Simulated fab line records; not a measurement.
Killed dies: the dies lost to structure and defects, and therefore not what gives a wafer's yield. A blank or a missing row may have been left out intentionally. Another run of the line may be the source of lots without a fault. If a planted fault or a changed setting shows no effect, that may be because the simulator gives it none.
Matching of chambers :: flow nandHarc :: NHARC_A_STAIRCASE_DEP_417 on pecvd-02 has 3 sister chambers
The step deposits Si3N4, target thk 60 nm. 6 wafers are shown with their chamber, then 10 later ones without.

## WAFERS, EACH WITH ITS CHAMBER
wafer: L084.4
chamber: 0
heaterPowerW (W): 638

wafer: L085.5
chamber: 0
heaterPowerW (W): 599

wafer: L085.6
chamber: 1
heaterPowerW (W): 678

wafer: L087.6
chamber: 1
heaterPowerW (W): 746

wafer: L088.1
chamber: 2
heaterPowerW (W): 659

wafer: L088.4
chamber: 2
heaterPowerW (W): 667

## WAFERS WITHOUT THEIR CHAMBER
wafer: L088.5
heaterPowerW (W): 740

wafer: L089.1
heaterPowerW (W): 732

wafer: L089.3
heaterPowerW (W): 608

wafer: L089.6
heaterPowerW (W): 615

wafer: L093.3
heaterPowerW (W): 673

wafer: L093.4
heaterPowerW (W): 717

wafer: L093.5
heaterPowerW (W): 689

wafer: L097.3
heaterPowerW (W): 643

wafer: L097.4
heaterPowerW (W): 666

wafer: L097.6
heaterPowerW (W): 603

## WHICH CHAMBER EACH ONE RAN IN
wafer: L088.5
from the rows above: can't be placed: 1 or 2
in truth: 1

wafer: L089.1
from the rows above: can't be placed: 1 or 2
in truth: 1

wafer: L089.3
from the rows above: can't be placed: 0 or 2
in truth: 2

wafer: L089.6
from the rows above: can't be placed: 0 or 2
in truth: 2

wafer: L093.3
from the rows above: can't be placed: 2 or 1 or 0
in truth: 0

wafer: L093.4
from the rows above: can't be placed: 1 or 2
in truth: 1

wafer: L093.5
from the rows above: can't be placed: 1 or 2 or 0
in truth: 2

wafer: L097.3
from the rows above: can't be placed: 2 or 0 or 1
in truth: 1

wafer: L097.4
from the rows above: can't be placed: 2 or 1 or 0
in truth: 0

wafer: L097.6
from the rows above: can't be placed: 0 or 2
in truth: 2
Correctly placed: 0 of 10. Unplaceable from these rows: 10, with the true chamber sitting among the candidates in 10. Wrongly placed: 0.
How it was worked out, from the rows above alone: a wafer's distance from a chamber is the root of the sum, over the readings, of the square of ((its reading less the chamber's mean) divided by the reading's scatter). The wafer belongs to the nearest chamber; if the next one is less than 2 further off, it can't be placed. Each chamber's mean is taken over the wafers shown for it. The scatter: take each reading less its chamber's mean, square it, sum over the shown wafers, divide by the number of wafers less the number of chambers, and take the root.
